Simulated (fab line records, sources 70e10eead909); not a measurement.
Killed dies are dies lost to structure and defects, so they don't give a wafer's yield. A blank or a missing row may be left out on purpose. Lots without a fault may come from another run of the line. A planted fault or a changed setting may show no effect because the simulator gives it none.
fab line records | flow nand_harc
record lots=13 wafers=39 last_day=24
route steps=1159 shown A_SIN_REMOVE@808 A_WL_FILL@809 END@1159
lots that met no fault: from a run of the same line without faults
start_h: hours from the record's first day to the start of the lot's first wafer shown | wait_h: hours since the lot's step before | " the same as in the row above | L1.1+2: a row that stands for several wafers | - no value, or no start given | * or withheld: withheld | < > ~ a bound
route shown NAME@n: a module of which the file shows steps, and the number in the route of the first | usual: mean/standard deviation of fault-free wafers | same: alike in all rows | chamber/n: place in a boat | sites: the reading at each site | _std_site: their standard deviation | _edge_site: outer sites' mean less inner sites' | radius_mm: how far each site lies from the wafer's centre | mask NAME#n: copy n | behind: the tool/chamber that last shaped the wafer | hold: why the lot was held/for how many hours/how that ended | device: the transistor (n, p or np) that didn't switch | end of line: the same wafers' tests at the end of the route | a step without rows: its recipe alone | killed: dies lost to structure and defects at the first sort, not the wafer's yield | map: a wafer's dies, x killed, . not, _ none there
set.NAME: the setting as run; set.NAME@STEP: as run at that earlier step | model.NAME: the simulator's own value behind a step, which no gauge read
steps of the route over a sample of lots; a table a step, a row a wafer
services: from which hour (start_h, from the record's first day; less than 0 if before it) a tool's chamber was out of use, for how many hours, and why
## steps
# step NHARC_A_SIN_REMOVE_INSPECT_04
# usual raw_defect_count=342/90
# columns lot.wafer tool chamber start_h wait_h raw_defect_count
L623.1 defect_inspect-01 - 309.18 0.0 346
L623.3 " - " " 405
L623.5 " - " " 289
L624.1 defect_inspect-01 - 336.57 0.0 318
L624.2 " - " " 291
L624.3 " - " " 253
L626.1 defect_inspect-01 - 347.42 0.0 262
L626.2 " - " " 285
L626.3 " - " " 259
L625.2 defect_inspect-02 - 347.43 0.0 251
L625.3 " - " " 318
L625.6 " - " " 256
L627.1 defect_inspect-01 - 347.44 0.0 307
L627.4 " - " " 226
L627.6 " - " " 468
L631.2 defect_inspect-01 - 361.23 0.0 352
L631.5 " - " " 244
L631.6 " - " " 303
L629.1 defect_inspect-01 - 368.65 0.0 284
L629.4 " - " " 500
L629.5 " - " " 315
L630.1 defect_inspect-01 - 384.65 0.0 343
L630.2 " - " " 262
L630.4 " - " " 272
L637.1 defect_inspect-01 - 411.85 0.0 347
L637.2 " - " " 418
L637.4 " - " " 277
L639.4 defect_inspect-01 - 430.17 0.0 318
L639.5 " - " " 439
L639.6 " - " " 510
L642.1 defect_inspect-01 - 438.61 0.0 397
L642.2 " - " " 513
L642.3 " - " " 348
L645.1 defect_inspect-02 - 471.05 0.0 255
L645.4 " - " " 330
L645.6 " - " " 322
L644.3 defect_inspect-01 - 471.05 0.0 453
L644.4 " - " " 425
L644.6 " - " " 342
# step NHARC_A_WL_FILL_ALD_00
# recipe target_thk_a=30 pulse_time_s=3 ald_cycles=30 temp_c=300 material=Al2O3
# usual heater_power_w=501/61 precursor_pulse_height_rel=0.999/0.02
# columns lot.wafer tool chamber start_h wait_h heater_power_w precursor_pulse_height_rel
L623.3 ald_hk-02 3 309.24 0.1 410 1.031
L623.1 " 2 " " 423 1.002
L623.5 " 3 " " 395 0.947
L624.2 ald_hk-03 0 336.63 0.1 456 1.004
L624.3 " 1 " " 503 1.012
L624.1 " 2 " " 445 0.988
L626.2 ald_hk-02 3 347.48 0.1 402 0.987
L626.3 " 0 " " 566 0.950
L626.1 " 2 " " 426 1.028
L625.2 ald_hk-03 0 347.49 0.1 453 0.966
L625.3 " 3 " " 665 0.984
L625.6 " 1 " " 499 0.996
L627.4 ald_hk-01 0 347.53 0.1 485 0.982
L627.1 " 2 " " 545 1.000
L627.6 " 0 " " 474 1.018
L631.2 ald_hk-01 2 361.78 0.6 553 0.970
L631.5 " 2 " " 552 1.002
L631.6 " 3 " " 560 1.021
L629.4 ald_hk-01 2 368.74 0.1 535 0.998
L629.1 " 1 " " 504 1.001
L629.5 " 3 " " 519 0.955
L630.2 ald_hk-01 0 384.74 0.1 477 0.974
L630.4 " 1 " " 494 0.989
L630.1 " 2 " " 541 0.998
L637.1 ald_hk-03 3 417.31 5.5 653 0.978
L637.2 " 0 " " 453 1.001
L637.4 " 1 " " 501 0.985
L639.4 ald_hk-03 1 432.08 1.9 505 1.021
L639.6 " 1 " " 512 0.985
L639.5 " 2 " " 446 1.030
L642.2 ald_hk-02 0 438.67 0.1 575 1.020
L642.1 " 1 " " 484 0.976
L642.3 " 3 " " 407 0.992
L645.1 ald_hk-01 0 471.15 0.1 502 0.994
L645.4 " 2 " " 521 0.974
L645.6 " 0 " " 498 1.023
L644.4 ald_hk-01 1 471.28 0.2 487 1.009
L644.3 " 2 " " 521 0.975
L644.6 " 2 " " 534 1.003
# step NHARC_A_WL_FILL_ETCHBACK_04
# recipe target_depth_a=600 time_s=120 chemistry=NF3
# usual drypump_motor_current_A=5.8/0.43 oes_product_au=1.001/0.0089 run_length_s=141.1/0.44
# columns lot.wafer tool chamber start_h wait_h drypump_motor_current_A oes_product_au rf_hours_counter_h run_length_s
L623.1 rie_metal-02 0 319.26 2.8 5.9 1.000 2.8 140.8
L623.3 " 0 " " 5.9 1.000 - 140.5
L623.5 " 0 " " 5.8 1.007 - 140.7
L624.2 rie_metal-01 1 344.84 2.4 5.0 1.005 0.0 140.9
L624.1 " 0 " " 6.5 1.008 0.0 140.5
L624.3 " 0 " " 6.5 1.013 - 140.7
L626.2 rie_metal-03 0 351.75 2.8 5.7 0.986 1.8 140.9
L626.1 " 1 " " 5.5 0.986 1.8 141.7
L626.3 " 0 " " 5.7 0.985 - 140.4
L625.2 rie_metal-02 1 351.90 2.4 6.0 0.991 3.7 141.1
L625.3 " 1 " " 6.0 0.994 - 141.3
L625.6 " 0 " " 5.9 0.993 - 141.0
L627.1 rie_metal-02 0 354.61 2.4 5.9 0.993 3.9 140.7
L627.4 " 0 " " 5.9 0.996 - 140.6
L627.6 " 1 " " 6.0 0.996 - 141.0
L631.2 rie_metal-03 1 366.38 2.9 5.5 0.993 2.7 141.9
L631.5 " 0 " " 5.7 1.004 - 140.6
L631.6 " 1 " " 5.5 0.994 - 141.5
L629.1 rie_metal-03 1 377.58 2.4 5.5 0.993 2.9 141.5
L629.4 " 1 " " 5.5 1.000 - 141.6
L629.5 " 1 " " 5.5 0.994 - 141.6
L630.1 rie_metal-01 1 389.11 2.3 5.0 1.014 1.5 141.3
L630.2 " 0 " " 6.5 1.009 1.5 140.6
L630.4 " 1 " " 5.0 0.998 - 141.2
L637.2 rie_metal-03 0 422.80 2.4 5.7 1.015 4.1 126.5
L637.1 " 1 " " 5.5 0.994 4.1 141.6
L637.4 " 0 " " 5.7 1.004 - 141.2
L639.4 rie_metal-03 0 436.43 1.5 5.7 1.011 - 140.5
L639.5 " 0 " " 5.7 1.014 - 140.6
L639.6 " 1 " " 5.5 0.996 - 127.3
L642.1 rie_metal-02 0 446.71 2.4 5.9 1.003 1.4 140.9
L642.2 " 1 " " 6.0 1.003 1.3 141.0
L642.3 " 0 " " 5.9 1.008 - 140.5
L645.1 rie_metal-01 1 477.58 2.9 5.0 1.007 3.8 141.0
L645.4 " 1 " " 5.0 1.014 - 141.6
L645.6 " 0 " " 6.5 1.005 - 140.5
L644.4 rie_metal-02 0 478.35 1.5 5.9 1.005 - 140.8
L644.3 " 1 " " 6.0 0.998 - 141.1
L644.6 " 0 " " 5.8 1.003 - 141.2
# step NHARC_A_WL_FILL_STRIP_27
# recipe power_w=1500 temp_c=250 time_s=20 chemistry=N2/H2
# usual drypump_motor_current_A=5.3/0.39 heater_power_w=337/12
# columns lot.wafer tool chamber start_h wait_h drypump_motor_current_A heater_power_w rf_hours_counter_h
L623.1 plasma_asher-02 0 319.66 0.1 4.8 372 45
L623.3 " 0 " " 4.8 378 -
L623.5 " 1 " " 5.7 335 -
L624.1 plasma_asher-01 0 345.23 0.1 5.7 342 18
L624.2 " 1 " " 5.2 333 18
L624.3 " 1 " " 5.2 316 -
L626.2 plasma_asher-01 1 352.13 0.1 5.2 333 22
L626.1 " 0 " " 5.7 339 22
L626.3 " 0 " " 5.7 339 -
L625.2 plasma_asher-02 0 352.27 0.1 4.8 380 56
L625.3 " 0 " " 4.8 372 -
L625.6 " 0 " " 4.8 370 -
L627.1 plasma_asher-01 1 354.99 0.1 5.2 322 23
L627.4 " 1 " " 5.2 329 -
L627.6 " 1 " " 5.2 325 -
L631.2 plasma_asher-01 1 366.75 0.1 5.2 323 30
L631.6 " 0 " " 5.6 345 -
L631.5 " 1 " " 5.2 322 -
L629.1 plasma_asher-01 1 377.95 0.1 5.2 325 34
L629.4 " 0 " " 5.7 333 -
L629.5 " 1 " " 5.2 337 -
L630.2 plasma_asher-01 1 389.56 0.2 5.2 333 39
L630.1 " 0 " " 5.7 341 39
L630.4 " 0 " " 5.7 341 -
L637.1 plasma_asher-01 0 423.18 0.1 5.7 337 49
L637.2 " 1 " " 5.2 323 49
L637.4 " 0 " " 5.7 346 -
L639.4 plasma_asher-01 0 436.79 0.1 5.7 334 -
L639.5 " 0 " " 5.6 337 -
L639.6 " 1 " " 5.2 331 -
L642.2 plasma_asher-01 1 447.62 0.7 5.2 328 58
L642.1 " 0 " " 5.7 341 58
L642.3 " 1 " " 5.2 326 -
L645.1 plasma_asher-02 1 477.96 0.2 5.7 330 39
L645.4 " 0 " " 4.8 344 -
L645.6 " 0 " " 4.8 347 -
L644.4 plasma_asher-02 0 478.71 0.1 4.8 341 -
L644.3 " 1 " " 5.8 334 -
L644.6 " 1 " " 5.8 330 -
# step NHARC_END_SORT_01
# recipe temp_c=25
# usual killed_at_array=28/11 killed_at_other=0.5/0.87 killed_at_periphery=2.9/2.2 killed_dies=32/11 killed_open=3.2/1.9 killed_short=1.8/1.4
# same gross_dies=677
# columns lot.wafer tool chamber start_h wait_h killed_at_array killed_at_other killed_at_periphery killed_dies killed_open killed_short
L631.2 prober-02 0 476.33 2.8 22 1 0 23 0 1
L631.5 prober-02 0 478.73 3.7 24 0 4 28 8 1
L631.6 prober-02 0 479.53 4.0 33 0 0 33 3 0
L639.4 prober-02 0 545.45 3.5 41 1 3 45 2 5
L639.5 prober-02 0 546.26 3.8 39 2 8 49 4 2
L639.6 prober-02 0 547.08 4.1 36 1 4 41 3 0
L645.1 prober-02 0 569.56 2.5 28 0 0 28 0 0
L645.4 prober-02 0 571.99 3.4 53 1 3 57 4 2
L645.6 prober-02 0 573.61 4.0 36 0 0 36 3 1
# killed by level:class
L631.2 A_SLIT:chamber_film_flake=9 A_CHANNEL_HOLE_D1:chamber_film_flake=5 A_CONTACT:chamber_film_flake=5 A_CHANNEL_FILL_D1:geometric_particle:short=1 A_CHANNEL_FILL_D1:chamber_film_flake=1 A_STAIRCASE:chamber_film_flake=1 THIN_TSV:chamber_film_flake=1
L631.5 A_SLIT:chamber_film_flake=8 A_CONTACT:chamber_film_flake=5 A_CHANNEL_HOLE_D1:chamber_film_flake=4 P_CONTACT:geometric_particle:open=3 A_WL_FILL:geometric_particle:open=2 A_STAIRCASE:chamber_film_flake=2 P_GATE:geometric_particle:open=1 A_CHANNEL_FILL_D1:geometric_particle:open=1
L631.6 A_SLIT:chamber_film_flake=14 A_CONTACT:chamber_film_flake=8 A_STAIRCASE:chamber_film_flake=6 A_CONTACT:geometric_particle:open=2 A_CHANNEL_HOLE_D1:chamber_film_flake=2 A_WL_FILL:geometric_particle:open=1
L639.4 A_CHANNEL_HOLE_D1:chamber_film_flake=17 A_SLIT:chamber_film_flake=11 A_STAIRCASE:chamber_film_flake=6 P_GATE:chamber_film_flake=3 A_WL_FILL:geometric_particle:short=2 A_CHANNEL_FILL_D1:geometric_particle:short=1 A_BLC:geometric_particle:open=1 A_BLC:geometric_particle:short=1
L639.5 A_SLIT:chamber_film_flake=14 A_CHANNEL_HOLE_D1:chamber_film_flake=11 A_STAIRCASE:chamber_film_flake=7 P_GATE:chamber_film_flake=4 P_STI:chamber_film_flake=3 A_CONTACT:chamber_film_flake=3 P_CONTACT:geometric_particle:open=1 A_SOURCE_PLATE:geometric_particle:open=1
L639.6 A_CHANNEL_HOLE_D1:chamber_film_flake=16 A_SLIT:chamber_film_flake=14 A_STAIRCASE:chamber_film_flake=4 P_GATE:chamber_film_flake=2 P_GATE:geometric_particle:open=1 P_M2:geometric_particle:open=1 A_BLC:geometric_particle:open=1 A_CONTACT:chamber_film_flake=1
L645.1 A_SLIT:chamber_film_flake=15 A_CHANNEL_HOLE_D1:chamber_film_flake=5 A_CONTACT:chamber_film_flake=3 A_BONDPAD:chamber_film_flake=3 A_STAIRCASE:chamber_film_flake=2
L645.4 A_SLIT:chamber_film_flake=24 A_CHANNEL_HOLE_D1:chamber_film_flake=9 A_BONDPAD:chamber_film_flake=6 A_STAIRCASE:chamber_film_flake=3 A_CONTACT:chamber_film_flake=3 A_BLC:geometric_particle:open=2 A_M0:geometric_particle:short=2 A_WL_FILL:geometric_particle:open=1
L645.6 A_SLIT:chamber_film_flake=19 A_CHANNEL_HOLE_D1:chamber_film_flake=6 A_STAIRCASE:chamber_film_flake=2 A_CONTACT:chamber_film_flake=2 A_BONDPAD:chamber_film_flake=2 A_ONON_D1:geometric_particle:open=1 A_CONTACT:geometric_particle:open=1 A_BLC:geometric_particle:open=1
## services
# columns tool chamber start_h hours kind
plasma_asher-01 0 285.29 - clean
plasma_asher-01 1 285.29 - clean
rie_metal-01 - 332.00 9.0 pm
plasma_asher-02 - 360.00 9.0 pm
rie_metal-02 - 388.00 9.0 pm
rie_metal-02 0 388.00 9.0 vent_cycle
ald_hk-01 0 408.56 10.0 vent_cycle
ald_hk-01 3 408.56 10.0 vent_cycle
ald_hk-02 - 409.54 2.5 repair
ald_hk-01 0 418.56 - clean
ald_hk-01 1 418.56 - clean
ald_hk-01 2 418.56 - clean
ald_hk-01 3 418.56 - clean
rie_metal-02 1 427.36 3.9 repair
rie_metal-01 0 434.32 5.3 repair
rie_metal-02 1 438.97 2.9 repair
rie_metal-03 - 453.00 9.0 pm
plasma_asher-01 - 453.29 9.0 pm
plasma_asher-01 0 453.29 9.0 vent_cycle
plasma_asher-01 1 453.29 9.0 vent_cycle
ald_hk-02 - 455.81 0.4 repair
plasma_asher-01 0 462.29 - clean
plasma_asher-01 1 462.29 - clean
ald_hk-02 - 463.73 10.0 pm
## key
first_sign step=NHARC_A_WL_FILL_ETCHBACK_04 reading=run_length_s direction=down sigmas=32 usual=* struck=*
effect none on later readings
met_at NHARC_A_WL_FILL_ETCHBACK_04
struck_lots L637,L639
struck_wafers L637.2,L639.6
tester_left_out L637,L639
not_acting_at NHARC_A_SIN_REMOVE_INSPECT_04,NHARC_A_WL_FILL_ALD_00,NHARC_A_WL_FILL_STRIP_27
onset_between 377.58 422.80
fault kind=process_parameter_drift tool=rie_metal-03 chamber=- onset_h=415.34 steps=NHARC_A_WL_FILL_ETCHBACK_04 channel=time_s offset=* shape=step end_h=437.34 scope=struck_wafers_only acts_in=* stated=*
# tester_left_out: of these lots the tester's yield and bins aren't shown, on N5 and GAA mostly nor the transistor test; their killed dies are dies lost to structure and defects alone, not to doping, threshold or leakage, so they don't give the yield
